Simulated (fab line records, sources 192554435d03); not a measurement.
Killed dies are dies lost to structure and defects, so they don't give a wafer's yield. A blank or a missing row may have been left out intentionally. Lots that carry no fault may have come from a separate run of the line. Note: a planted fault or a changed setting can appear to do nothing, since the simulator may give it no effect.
Chamber matching	flow n5_finfet	N5_FIN_SAQP_SPACER2_ETCHBACK_29 on rie_diel-06 has 4 sister chambers
The step etches SiO2 in CHF3/O2, target depth 12.2 nm, time 6.1 s. 8 wafers are shown with their chamber, then 8 later ones without.

WAFERS WITH THEIR CHAMBER
wafer	chamber	drypump_motor_current_A (A)	showerhead_plenum_p_Torr (Torr)
L080.2	0	5.1	2.50
L084.5	1	5.4	2.45
L086.2	0	5.1	2.49
L086.6	2	5.2	2.33
L088.1	1	5.3	2.45
L088.2	2	5.2	2.33
L088.4	3	4.9	2.34
L090.2	3	4.9	2.34

WAFERS MISSING THEIR CHAMBER
wafer	drypump_motor_current_A (A)	showerhead_plenum_p_Torr (Torr)
L090.3	5.1	2.49
L090.4	5.2	2.33
L093.4	5.2	2.33
L093.5	4.9	2.34
L093.6	5.0	2.49
L097.1	5.4	2.44
L097.3	4.9	2.33
L097.5	5.3	2.44

EACH ONE'S CHAMBER
wafer	from the rows above	in truth
L090.3	0	0
L090.4	2	2
L093.4	2	2
L093.5	3	3
L093.6	0	0
L097.1	1	1
L097.3	3	3
L097.5	1	1
Correctly placed: 8 of 8. Not placeable from these rows: 0. Number placed wrongly: 0.
How it was worked out, from the rows above alone: a wafer's distance from a chamber is the root of the sum, over the readings, of the square of ((its reading less the chamber's mean) divided by the reading's scatter). If the next closest chamber is less than 2 further off than the closest, the wafer can't be placed; otherwise it belongs to the closest. A chamber's mean is the mean of its shown wafers. The scatter: the root of (the sum of the squares of (reading less its chamber's mean) over the shown wafers, divided by (wafers less chambers)).
